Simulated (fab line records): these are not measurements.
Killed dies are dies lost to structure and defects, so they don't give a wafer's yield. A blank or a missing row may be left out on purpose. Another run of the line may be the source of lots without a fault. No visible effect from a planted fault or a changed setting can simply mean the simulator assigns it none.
What tool caused it?    flow n5_finfet    12 lots with 36 wafers sampled at 2 steps, on a route of 1938 steps

WHAT THE GAUGES READ, wafer by wafer
N5_HKMG_FIN_INSPECT_28: inspects for defects (darkfield).
lot   measured      on                 raw_defect_count
L075  day 4 16:44   defect_inspect-02  62 34 34
L077  day 5 05:13   defect_inspect-01  48 33 31
L078  day 5 16:25   defect_inspect-01  56 45 53
L081  day 6 06:43   defect_inspect-02  56 51 35
L083  day 6 16:56   defect_inspect-02  41 53 76
L085  day 7 05:30   defect_inspect-01  43 21 38
L087  day 7 16:32   defect_inspect-02  56 51 37
L089  day 8 05:48   defect_inspect-01  29 14 39
L091  day 8 16:56   defect_inspect-02  31 28 89
L093  day 9 06:56   defect_inspect-02  45 51 82
L095  day 9 18:20   defect_inspect-02  37 25 16
L097  day 10 04:18  defect_inspect-02  44 33 32

EACH LOT AND THE TOOL THAT RAN IT (in order: tool; ch and the chambers of the sampled wafers; start)
lot   N5_HKMG_FIN_ETCH_67
L075  rie_diel-03 ch 1,3, day 4 14:43
L077  rie_diel-05 ch 1,2,3, day 5 03:14
L078  rie_diel-05 ch 0,1,3, day 5 13:47
L081  rie_diel-03 ch 0,2,3, day 6 04:26
L083  rie_diel-06 ch 1,2, day 6 14:55
L085  rie_diel-06 ch 1,2, day 7 03:29
L087  rie_diel-06 ch 1,2,3, day 7 14:33
L089  rie_diel-03 ch 0,2,3, day 8 03:48
L091  rie_diel-06 ch 0,1, day 8 14:57
L093  rie_diel-05 ch 1,2, day 9 04:57
L095  rie_diel-06 ch 0,1,2, day 9 16:20
L097  rie_diel-03 ch 0,1,3, day 10 02:19
- N5_HKMG_FIN_ETCH_67: etches SOC in N2/H2, stops on TiN, target depth 388.9 nm.

THE ANSWER, worked out from the rows above alone
Rule: usual is defined by the lots themselves. The widest of any qualifying gaps counts: lots, ordered by their means at a reading, are off when they make up no more than a third of the lots, leave a main group of 4 or more, and stand apart from it by 3 or more times the standard deviation of that group's means. A main group whose means are all the same, to the digits that the tables above print for the reading, isn't used. A lot without any number at a reading at which 4 lots or more have one is off too. Any other lot the step has rows for is counted as sound.
None of the lots is off at any reading shown; this tells nothing.

WHAT HAD BEEN PUT IN BY THE SIMULATOR
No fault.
